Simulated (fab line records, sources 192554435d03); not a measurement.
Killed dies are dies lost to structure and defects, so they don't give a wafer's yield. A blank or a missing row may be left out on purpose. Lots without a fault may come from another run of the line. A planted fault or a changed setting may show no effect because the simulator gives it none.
Chamber matching | flow n5_finfet | N5_BEOL_M2_CMP_52 on cmp-02: 4 sister chambers
The step polishes, stops on SiOC, t overpolish 6.8 s, target thk 40 nm. 4 wafers are shown with their chamber, then 7 later ones without.

WAFERS WITH THEIR CHAMBER
wafer  | chamber | motor_current_A (A)
L083.3 | 2       | 6.0
L083.4 | 3       | 5.8
L086.3 | 1       | 6.3
L086.4 | 0       | 4.9

WAFERS WITHOUT THEIR CHAMBER
wafer  | motor_current_A (A)
L086.5 | 6.4
L090.3 | 5.2
L090.4 | 4.6
L090.5 | 6.0
L094.1 | 5.6
L094.5 | 4.8
L094.6 | 5.8

WHICH CHAMBER EACH WENT THROUGH
wafer  | from the rows above          | in truth
L086.5 | can't be placed: 1 or 2      | 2
L090.3 | can't be placed: 0 or 3      | 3
L090.4 | 0                            | 0
L090.5 | can't be placed: 2 or 3 or 1 | 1
L094.1 | can't be placed: 3 or 2      | 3
L094.5 | 0                            | 0
L094.6 | can't be placed: 3 or 2      | 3
Placed correctly: 2 of 7. Can't be placed from these rows: 5 (the true chamber is among the candidates in 5). Placed wrongly: 0.
How it was worked out, from the rows above alone: a wafer's distance from a chamber is the root of the sum, over the readings, of the square of ((its reading less the chamber's mean) divided by the reading's scatter). The wafer belongs to the nearest chamber; if the next one is less than 2 further off, it can't be placed. A chamber's mean is the mean of its shown wafers. The scatter: with one shown wafer a chamber, the root of the mean of the squares of how far each hidden wafer lies from its nearest shown one.
